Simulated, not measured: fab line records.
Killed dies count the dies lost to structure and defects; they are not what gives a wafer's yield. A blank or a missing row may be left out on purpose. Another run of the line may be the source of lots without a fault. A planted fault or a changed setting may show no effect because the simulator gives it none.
Check of tool commonality + flow nand_harc + 12 lots, 36 wafers sampled

WHAT PROMPTED THE OPENING
Flagged at NHARC_P_ZERO_WELL_CD_MEAS_52: reading cd_nm, on 1 of 12 lots. Fault-free wafers read 1999.7 nm, with a standard deviation of 1.2.
Rule: a lot gets a flag if all its wafers with a number sit over 4 standard deviations from that mean, or if no wafer of it has a number. The other lots count as sound.

| lot  | measured     | on        | cd_nm (nm), wafer by wafer | flag    |
|------|--------------|-----------|----------------------------|---------|
| L290 | day 2 12:20  | cd_sem-03 | 2000.0 2001.0 1999.9       |         |
| L291 | day 2 22:01  | cd_sem-03 | 1523.9 1525.5 1525.5       | FLAGGED |
| L294 | day 4 03:49  | cd_sem-03 | 1999.5 1998.1 1998.8       |         |
| L298 | day 5 19:37  | cd_sem-02 | 2000.0 1999.9 1999.0       |         |
| L302 | day 7 11:47  | cd_sem-01 | 2000.4 2000.6 1999.2       |         |
| L303 | day 7 21:59  | cd_sem-02 | 1999.3 2000.0 2000.0       |         |
| L304 | day 8 07:44  | cd_sem-01 | 2001.9 1997.8 1997.9       |         |
| L307 | day 9 13:37  | cd_sem-02 | 2000.5 2001.0 2000.1       |         |
| L308 | day 10 00:27 | cd_sem-01 | 1999.8 2000.2 2000.2       |         |
| L310 | day 10 19:47 | cd_sem-02 | 1999.3 1997.7 1998.2       |         |
| L311 | day 11 05:38 | cd_sem-02 | 1997.7 1996.7 1997.4       |         |
| L312 | day 11 15:47 | cd_sem-02 | 1998.1 1999.8 1999.7       |         |
On average the flagged lots read 1525.0 nm, which is -474.7 nm against the usual, or -99 or more standard deviations.

LOT BY LOT: THE TOOL USED
Before the reading, the record contains 2 process steps out of a 1302-step route. Each cell gives the tool, then ch followed by the chambers the sampled wafers passed through, then the start.
| lot  | flag    | NHARC_P_ZERO_WELL_DESCUM_26        | NHARC_P_ZERO_WELL_EXPOSE_49       |
|------|---------|------------------------------------|-----------------------------------|
| L290 |         | rie_diel-04 ch 0,3, day 2 09:19    | krf_scanner-02 ch 0, day 2 12:11  |
| L291 | FLAGGED | rie_diel-09 ch 0,1,2, day 2 19:02  | krf_scanner-04 ch 0, day 2 21:52  |
| L294 |         | rie_diel-04 ch 1,2,3, day 4 00:50  | krf_scanner-04 ch 0, day 4 03:40  |
| L298 |         | rie_diel-01 ch 0,1,3, day 5 16:38  | krf_scanner-01 ch 0, day 5 19:28  |
| L302 |         | rie_diel-09 ch 0,1,2, day 7 08:49  | krf_scanner-01 ch 0, day 7 11:38  |
| L303 |         | rie_diel-04 ch 0,1,2, day 7 18:55  | krf_scanner-02 ch 0, day 7 21:50  |
| L304 |         | rie_diel-09 ch 0,1, day 8 04:44    | krf_scanner-02 ch 0, day 8 07:34  |
| L307 |         | rie_diel-01 ch 0,3, day 9 10:38    | krf_scanner-02 ch 0, day 9 13:28  |
| L308 |         | rie_diel-04 ch 0,2,3, day 9 21:28  | krf_scanner-01 ch 0, day 10 00:18 |
| L310 |         | rie_diel-04 ch 0,1,3, day 10 16:47 | krf_scanner-04 ch 0, day 10 19:38 |
| L311 |         | rie_diel-04 ch 1,2,3, day 11 02:40 | krf_scanner-04 ch 0, day 11 05:29 |
| L312 |         | rie_diel-09 ch 0,2, day 11 12:41   | krf_scanner-02 ch 0, day 11 15:38 |
What the steps here do:
- NHARC_P_ZERO_WELL_DESCUM_26: chemistry O2, time 3 s.
- NHARC_P_ZERO_WELL_EXPOSE_49: exposes mask P HVPW, target cd 2000 nm.
- NHARC_P_ZERO_WELL_CD_MEAS_52: target cd 2000 nm.

FLAGGED OVER TOTAL, TOOL BY TOOL (the gauges that took the reading come last)
| step                         | tool           | lots run | flagged | share of the flagged lots | sound lots run after its first flagged lot |
|------------------------------|----------------|----------|---------|---------------------------|--------------------------------------------|
| NHARC_P_ZERO_WELL_DESCUM_26  | rie_diel-01    | 2        | 0       | none                      | -                                          |
| NHARC_P_ZERO_WELL_DESCUM_26  | rie_diel-04    | 6        | 0       | none                      | -                                          |
| NHARC_P_ZERO_WELL_DESCUM_26  | rie_diel-09    | 4        | 1       | all                       | 3 (L302,L304,L312)                         |
| NHARC_P_ZERO_WELL_EXPOSE_49  | krf_scanner-01 | 3        | 0       | none                      | -                                          |
| NHARC_P_ZERO_WELL_EXPOSE_49  | krf_scanner-02 | 5        | 0       | none                      | -                                          |
| NHARC_P_ZERO_WELL_EXPOSE_49  | krf_scanner-04 | 4        | 1       | all                       | 3 (L294,L310,L311)                         |
| NHARC_P_ZERO_WELL_CD_MEAS_52 | cd_sem-01      | 3        | 0       | none                      | -                                          |
| NHARC_P_ZERO_WELL_CD_MEAS_52 | cd_sem-02      | 6        | 0       | none                      | -                                          |
| NHARC_P_ZERO_WELL_CD_MEAS_52 | cd_sem-03      | 3        | 1       | all                       | 1 (L294)                                   |

WHAT IS ALLOWED BY THE TABLE
rie_diel-09 at NHARC_P_ZERO_WELL_DESCUM_26, krf_scanner-04 at NHARC_P_ZERO_WELL_EXPOSE_49 and cd_sem-03 at NHARC_P_ZERO_WELL_CD_MEAS_52: these 3 rows of the table ran every flagged lot.
- rie_diel-09 at NHARC_P_ZERO_WELL_DESCUM_26: 1 of its 4 lots flagged. After the first flagged lot (L302, L304, L312), sound lots still ran on it; a lasting fault on the whole tool would not permit that.
- krf_scanner-04 at NHARC_P_ZERO_WELL_EXPOSE_49: 1 of its 4 lots flagged. After the first flagged lot (L294, L310, L311), sound lots still ran on it; a lasting fault on the whole tool would not permit that.
- cd_sem-03 at NHARC_P_ZERO_WELL_CD_MEAS_52: 1 of its 3 lots flagged. After the first flagged lot (L294), sound lots still ran on it; a lasting fault on the whole tool would not permit that.
No row of the table ran every flagged lot and no sound lot after the first.

WHAT THE SIMULATOR PUT IN
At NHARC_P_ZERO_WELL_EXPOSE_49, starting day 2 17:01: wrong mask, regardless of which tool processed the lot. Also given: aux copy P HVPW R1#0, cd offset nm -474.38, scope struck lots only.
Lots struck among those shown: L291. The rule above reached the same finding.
